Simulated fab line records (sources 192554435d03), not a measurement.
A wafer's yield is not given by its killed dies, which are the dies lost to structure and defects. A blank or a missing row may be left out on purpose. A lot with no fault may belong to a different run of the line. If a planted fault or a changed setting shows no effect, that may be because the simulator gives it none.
What tool caused it? | flow n5Finfet | 10 lots with 28 wafers sampled at 4 steps, on a route of 1938 steps

== WHAT EACH GAUGE READ, for each wafer ==
N5_BEOL_M13_THK_MEAS_01.
lot  | measured     | on           | M13_ILD_THK (nm)
L633 | day 10 21:52 | filmMetro-01 | 840 832 838
L636 | day 11 20:16 | filmMetro-01 | 818 825 831
L637 | day 12 12:05 | filmMetro-02 | 834 852 841
L635 | day 12 13:41 | filmMetro-01 | 830 845 830
L645 | day 14 19:05 | filmMetro-02 | 826 829 846
L649 | day 14 23:26 | filmMetro-01 | 837 837 846
L651 | day 17 04:39 | filmMetro-01 | 708
L652 | day 17 21:18 | filmMetro-02 | 834 828 850
L656 | day 18 03:52 | filmMetro-01 | 833 838 838
L655 | day 18 04:12 | filmMetro-01 | 835 859 847

== EACH LOT AND THE TOOL THAT RAN IT (in order: tool; ch and the chambers of the sampled wafers; start) ==
lot  | N5_BEOL_M12_DESCUM_33             | N5_BEOL_M12_SPUTTER_45      | N5_BEOL_M13_ILD_DEP_00
L633 | rieDiel-03 ch 0,2,3, day 10 18:54 | pvdSputter-03, day 10 20:40 | pecvd-03 ch 0,1, day 10 21:43
L636 | rieDiel-04 ch 1,2,3, day 11 17:14 | pvdSputter-02, day 11 19:04 | pecvd-01 ch 0,1, day 11 20:06
L637 | rieDiel-04 ch 1,3, day 12 07:42   | pvdSputter-02, day 12 10:54 | pecvd-03 ch 1,2, day 12 11:56
L635 | rieDiel-04 ch 0,1, day 12 08:14   | pvdSputter-02, day 12 12:20 | pecvd-04 ch 0,1, day 12 13:32
L645 | rieDiel-03 ch 1,2,3, day 14 13:27 | pvdSputter-01, day 14 17:28 | pecvd-03 ch 0,1,2, day 14 18:56
L649 | rieDiel-01 ch 0,1,2, day 14 21:01 | pvdSputter-02, day 14 22:14 | pecvd-03 ch 0,1, day 14 23:17
L651 | rieDiel-01 ch 0, day 16 22:34     | pvdSputter-03, day 17 03:28 | pecvd-03 ch 2, day 17 04:30
L652 | rieDiel-03 ch 0,2,3, day 17 16:49 | pvdSputter-02, day 17 19:44 | pecvd-01 ch 0,2, day 17 21:09
L656 | rieDiel-01 ch 0,1,3, day 17 21:34 | pvdSputter-02, day 18 02:40 | pecvd-01 ch 0,1, day 18 03:43
L655 | rieDiel-03 ch 0,1, day 18 01:13   | pvdSputter-03, day 18 02:50 | pecvd-04 ch 0,2, day 18 03:59
- N5_BEOL_M12_DESCUM_33: chemistry O2, time 7.9 s.
- N5_BEOL_M12_SPUTTER_45: material Cu, target thk 80 nm, time 13.33 s.
- N5_BEOL_M13_ILD_DEP_00: deposits SiOC from DEMS/O2, target thk 837.92 nm, time 166.4 s.

== THE ANSWER, worked out from the rows above alone ==
Rule: the usual values come from the lots themselves. The widest of any qualifying gaps counts: lots, ordered by their means at a reading, are off when they make up no more than a third of the lots, leave a main group of 4 or more, and stand apart from it by 3 or more times the standard deviation of that group's means. A main group is skipped when, at the precision printed for the reading in the tables above, its means are all equal. A lot without any number at a reading at which 4 lots or more have one is off too. The other lots that the step has rows for count as sound.
Off: at N5_BEOL_M13_THK_MEAS_01 (M13_ILD_THK), L651. For the main group the mean is 837 nm and the standard deviation 5.8.
A tool fits if, at a process step before that reading, it ran every lot that is off, and no sound lot after the first of them. Gauges at N5_BEOL_M13_THK_MEAS_01: tried the same way as those tools. One fits: pecvd-03 at N5_BEOL_M13_ILD_DEP_00. A fault onset in the window from L649 (day 14 23:17, its last sound lot) to L651 (day 17 04:30, its first lot off) fits.

== WHAT HAD BEEN PUT IN BY THE SIMULATOR ==
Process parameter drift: pecvd-03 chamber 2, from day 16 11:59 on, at N5_BEOL_M13_ILD_DEP_00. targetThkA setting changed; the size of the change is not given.
Struck lots among those shown: L651. The rule given above showed the same thing.
